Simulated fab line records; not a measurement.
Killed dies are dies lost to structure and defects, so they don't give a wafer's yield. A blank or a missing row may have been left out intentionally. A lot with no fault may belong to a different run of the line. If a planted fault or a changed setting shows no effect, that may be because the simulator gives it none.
Which tool did it? -- flow n5Finfet -- 8 lots with 24 wafers sampled at 7 steps, on a route of 1938 steps

## WHAT EACH GAUGE READ, for each wafer
N5_FIN_SAQP_THK_MEAS_05. Usual: thkNm at 37.9 nm, with a standard deviation of 0.54.
lot,measured,on,thkNm (nm),flag
L464,day 4 03:34,filmMetro-02,37.5 37.7 37.6,
L467,day 4 21:56,filmMetro-02,37.0 37.0 37.3,
L468,day 5 03:28,filmMetro-02,37.6 38.1 38.3,
L469,day 5 10:44,filmMetro-01,38.1 37.9 38.3,
L471,day 5 21:37,filmMetro-02,37.3 38.0 38.5,
L473,day 6 10:58,filmMetro-02,38.1 37.9 38.8,
L474,day 6 15:07,filmMetro-01,38.4 38.9 38.7,
L476,day 7 03:53,filmMetro-01,37.1 37.6 38.4,

N5_FIN_SAQP_THK_MEAS_07. Usual: thkNm at 60.0 nm, with a standard deviation of 0.78.
lot,measured,on,thkNm (nm),flag
L464,day 4 03:46,filmMetro-01,59.2 59.6 59.7,
L467,day 4 22:08,filmMetro-02,59.6 59.6 58.9,
L468,day 5 03:41,filmMetro-01,34.9 35.9 35.8,OFF
L469,day 5 10:56,filmMetro-02,34.5 34.7 35.1,OFF
L471,day 5 21:49,filmMetro-02,59.6 61.1 61.8,
L473,day 6 11:10,filmMetro-01,60.8 59.3 60.4,
L474,day 6 15:19,filmMetro-02,58.6 60.1 59.3,
L476,day 7 04:05,filmMetro-01,59.1 59.5 61.7,

N5_BEOL_M4_RC_MEAS_101. Usual: DIBL_N 36.0 mV/V, standard deviation 2; DIBL_P 36.2 mV/V, standard deviation 2.2; IOFF_N 0.16 nA/um, standard deviation 0.034; IOFF_P 0.21 nA/um, standard deviation 0.04; ION_N 675 uA/um, standard deviation 12; ION_P 463 uA/um, standard deviation 7.2; SS_N 71.6 mV/dec, standard deviation 0.6; SS_P 73.3 mV/dec, standard deviation 0.67; VT_N 250 mV, standard deviation 3; VT_P -251 mV, standard deviation 3.4.
lot,measured,on,DIBL_N (mV/V),DIBL_P (mV/V),IOFF_N (nA/um),IOFF_P (nA/um),ION_N (uA/um),ION_P (uA/um),SS_N (mV/dec),SS_P (mV/dec),VT_N (mV),VT_P (mV),flag
L464,day 10 11:44,prober-01,34.5 34.3 34.4,35.0 34.6 34.0,0.14 0.13 0.13,0.21 0.20 0.18,673 668 670,467 465 460,70.8 70.4 71.1,72.9 72.5 72.6,249 252 252,-248 -251 -251,
L467,day 11 05:12,prober-01,37.9 37.9 35.4,39.9 39.9 36.6,0.20 0.20 0.16,0.28 0.29 0.24,682 694 678,468 481 470,72.1 72.4 71.5,74.6 73.7 73.3,244 245 248,-246 -246 -248,
L468,day 11 09:48,prober-01,37.6 35.4 39.6,38.4 36.5 41.7,0.19 0.17 0.26,0.25 0.22 0.33,678 679 688,467 470 481,71.1 71.9 72.7,73.8 73.1 74.7,250 249 242,-248 -248 -241,
L469,day 12 04:51,prober-02,34.6 37.4 34.8,34.6 38.7 35.9,0.13 0.17 0.13,0.19 0.25 0.21,669 674 665,464 462 458,71.6 72.4 72.0,72.6 74.2 73.4,253 249 253,-252 -248 -250,
L471,day 12 05:36,prober-01,37.9 37.9 36.9,38.1 37.8 36.9,0.19 0.19 0.17,0.26 0.26 0.23,691 697 681,474 472 464,72.3 72.0 71.6,73.6 73.1 73.2,248 245 248,-245 -245 -249,
L473,day 14 00:33,prober-01,33.4 39.1 38.7,32.6 40.0 39.9,0.12 0.22 0.21,0.18 0.32 0.30,668 695 685,465 480 468,70.8 72.0 72.5,72.4 74.7 74.8,254 245 247,-252 -243 -247,
L474,day 12 11:17,prober-02,35.3 39.6 34.0,36.7 39.8 33.5,0.16 0.24 0.14,0.24 0.31 0.20,681 696 660,470 475 460,71.8 73.1 71.3,73.5 74.0 72.9,248 248 251,-247 -246 -250,
L476,day 14 02:49,prober-02,36.8 38.6 34.2,36.9 37.4 32.8,0.16 0.20 0.13,0.20 0.21 0.16,672 692 664,463 465 452,71.1 71.9 71.2,73.5 73.9 71.9,249 247 252,-253 -251 -254,

## WHICH TOOL RAN EACH LOT (tool, then ch and the chambers of the sampled wafers, then the start)
lot,N5_PMOS_HMC_CHANNEL_EPI_HM_OPEN_15,N5_FIN_SAQP_PECVD_06,N5_FIN_SAQP_DESCUM_21,N5_FIN_SAQP_MANDREL_ETCH_22
L464,"rieDiel-06 ch 0,1, day 3 23:53","pecvd-01 ch 1,2, day 4 03:40","rieDiel-04 ch 0,2,3, day 4 04:24","rieSi-06 ch 0,2,3, day 4 04:41"
L467,"rieDiel-06 ch 1,2,3, day 4 17:52","pecvd-01 ch 0,1,2, day 4 22:03","rieDiel-02 ch 0,2,3, day 4 22:46","rieSi-05 ch 0,2,3, day 4 23:03"
L468,"rieDiel-06 ch 1,2,3, day 4 23:59","pecvd-01 ch 0,1, day 5 03:35","rieDiel-02 ch 0,1,2, day 5 04:20","rieSi-06 ch 0,2, day 5 04:37"
L469,"rieDiel-05 ch 0,1,2, day 5 06:31","pecvd-01 ch 0,1, day 5 10:51","rieDiel-01 ch 0,2,3, day 5 11:31","rieSi-05 ch 0,1,3, day 5 11:48"
L471,"rieDiel-05 ch 1,2,3, day 5 18:18","pecvd-04 ch 0,2, day 5 21:44","rieDiel-01 ch 2,3, day 5 22:43","rieSi-04 ch 0,3, day 5 22:59"
L473,"rieDiel-03 ch 1,2, day 6 07:38","pecvd-02 ch 0,1, day 6 11:05","rieDiel-04 ch 1,2,3, day 6 12:02","rieSi-05 ch 2,3, day 6 12:20"
L474,"rieDiel-03 ch 1,2,3, day 6 11:25","pecvd-02 ch 0,2, day 6 15:14","rieDiel-02 ch 1,3, day 6 15:59","rieSi-05 ch 0,1, day 6 16:16"
L476,"rieDiel-03 ch 0,1,2, day 7 00:01","pecvd-02 ch 0,1,2, day 7 04:00","rieDiel-01 ch 1,2,3, day 7 04:50","rieSi-05 ch 0,1,2, day 7 05:07"
- N5_PMOS_HMC_CHANNEL_EPI_HM_OPEN_15: chemistry CHF3/O2, target SiO2, target depth 40.6 nm, time 20.3 s.
- N5_FIN_SAQP_PECVD_06: deposits a-Si from SiH4/He, target thk 60 nm, time 48.1 s.
- N5_FIN_SAQP_DESCUM_21: chemistry O2, time 7.9 s.
- N5_FIN_SAQP_MANDREL_ETCH_22: etches a-Si in HBr/Cl2, stops on SiNx, target depth 60 nm, bt time 10 s, time 30 s.

## AS READ BY THE TOOLS THEMSELVES (means over the sampled wafers that have a number; for cases with no such wafer, the mark the record gives instead)
N5_PMOS_HMC_CHANNEL_EPI_HM_OPEN_15. Usual: chamberPressureMTorr 30.000 mTorr (standard deviation 0.025); drypumpMotorCurrentA 5.79 A (standard deviation 0.27); oes_f_703_au 0.80 a.u. (standard deviation 0.1); oesProductAu 0.80 a.u. (standard deviation 0.095); rfVppV 525 V (standard deviation 7.8); showerheadPlenumPTorr 2.44 Torr (standard deviation 0.074); throttleValvePct 18.84 % (standard deviation 0.26).
lot,tool,chamberPressureMTorr (mTorr),drypumpMotorCurrentA (A),oes_f_703_au (a.u.),oesProductAu (a.u.),rfVppV (V),showerheadPlenumPTorr (Torr),throttleValvePct (%),flag
L464,rieDiel-06,29.982,5.86,0.76,0.76,518,2.44,18.99,
L467,rieDiel-06,30.005,5.69,0.83,0.82,525,2.42,18.74,
L468,rieDiel-06,30.007,5.69,0.83,0.82,526,2.42,18.75,
L469,rieDiel-05,29.986,5.88,0.69,0.71,525,2.43,19.04,
L471,rieDiel-05,29.994,5.85,0.80,0.81,522,2.42,19.06,
L473,rieDiel-03,30.012,6.12,0.78,0.79,526,2.52,18.53,
L474,rieDiel-03,30.015,5.84,0.81,0.81,527,2.47,18.68,
L476,rieDiel-03,30.015,5.89,0.85,0.85,527,2.51,18.60,

N5_FIN_SAQP_PECVD_06. Usual: chamberPressureTorr 3.000 Torr, standard deviation 0.0066; heaterPowerW 819 W, standard deviation 100; showerheadPlenumPTorr 5.68 Torr, standard deviation 0.051; susceptorTempC 400.04 C, standard deviation 0.21; throttleValvePct 17.7 %, standard deviation 1.1.
lot,tool,chamberPressureTorr (Torr),heaterPowerW (W),showerheadPlenumPTorr (Torr),susceptorTempC (C),throttleValvePct (%),flag
L464,pecvd-01,2.993,859,5.66,400.05,17.4,
L467,pecvd-01,2.998,879,5.69,399.93,17.8,
L468,pecvd-01,3.005,902,5.68,-,18.7,OFF
L469,pecvd-01,3.004,934,5.69,-,18.6,OFF
L471,pecvd-04,3.004,846,5.74,400.11,17.2,
L473,pecvd-02,2.992,686,5.63,400.30,18.7,
L474,pecvd-02,2.996,798,5.70,400.04,17.1,
L476,pecvd-02,3.003,764,5.65,400.06,17.9,

N5_FIN_SAQP_DESCUM_21. Usual: chamberPressureMTorr 20.004 mTorr, standard deviation 0.017; drypumpMotorCurrentA 5.6 A, standard deviation 0.47; oesProductAu 0.84 a.u., standard deviation 0.077; rfVppV 242.8 V, standard deviation 1.1; showerheadPlenumPTorr 2.07 Torr, standard deviation 0.061; throttleValvePct 20.33 %, standard deviation 0.17.
lot,tool,chamberPressureMTorr (mTorr),drypumpMotorCurrentA (A),oesProductAu (a.u.),rfVppV (V),showerheadPlenumPTorr (Torr),throttleValvePct (%),flag
L464,rieDiel-04,20.013,5.5,0.92,242.7,2.10,20.20,
L467,rieDiel-02,20.000,5.6,0.83,243.3,2.10,20.26,
L468,rieDiel-02,19.998,5.7,0.82,242.7,2.03,20.36,
L469,rieDiel-01,20.006,6.0,0.84,243.0,2.06,20.35,
L471,rieDiel-01,20.016,5.8,0.80,243.1,2.09,20.38,
L473,rieDiel-04,20.013,5.2,0.85,242.5,2.09,20.31,
L474,rieDiel-02,20.012,6.0,0.78,243.2,2.07,20.29,
L476,rieDiel-01,20.000,5.6,0.75,241.3,2.04,20.53,

N5_FIN_SAQP_MANDREL_ETCH_22. Usual: chamberPressureMTorr 10.000 mTorr, standard deviation 0.0085; drypumpMotorCurrentA 5.8 A, standard deviation 0.43; oesProductAu 0.772 a.u., standard deviation 0.015; throttleValvePct 35.1 %, standard deviation 0.34.
lot,tool,chamberPressureMTorr (mTorr),drypumpMotorCurrentA (A),oesProductAu (a.u.),throttleValvePct (%),flag
L464,rieSi-06,10.003,5.9,0.760,35.4,
L467,rieSi-05,9.992,5.8,0.768,35.1,
L468,rieSi-06,10.001,5.6,0.577,36.0,OFF
L469,rieSi-05,10.003,6.1,0.581,35.5,OFF
L471,rieSi-04,9.993,5.6,0.757,35.1,
L473,rieSi-05,10.001,5.5,0.780,34.9,
L474,rieSi-05,9.995,6.1,0.777,34.9,
L476,rieSi-05,10.001,5.8,0.782,34.9,

## THE ANSWER, worked out from the rows above alone
Rule: a lot counts as off when the mean over its wafers that have a number is more than 3 standard deviations away from the usual mean. A lot without any number at a reading at which 4 lots or more have one is off too. Any other lot the step has rows for is counted as sound. After the gauges, taken in route order, come the tools' own readings; for these a lot's mean is taken, as printed above. At the first step where some lot is off, the reading lying furthest off is the one used; lots without a number count as furthest.
Off: L468, L469, at N5_FIN_SAQP_THK_MEAS_07 (thkNm).
A tool fits if, at a process step before that reading, it ran every lot that is off, and no sound lot after the first of them. Not tried: the gauges at N5_FIN_SAQP_THK_MEAS_07; whatever is off there is also off at N5_FIN_SAQP_PECVD_06, on other tools, and gauge error can't account for it. One fits: N5_FIN_SAQP_PECVD_06 on pecvd-01. A fault onset in the window from L467 (day 4 22:03, its last sound lot) to L468 (day 5 03:35, its first lot off) fits.
Blank at N5_FIN_SAQP_PECVD_06 on the lots that are off, where sound lots have numbers: susceptorTempC.

## WHAT WAS PUT IN BY THE SIMULATOR
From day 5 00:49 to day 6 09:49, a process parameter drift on pecvd-01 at N5_FIN_SAQP_PECVD_06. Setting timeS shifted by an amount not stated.
Struck lots among those shown: L468, L469. The rule given above showed the same thing.
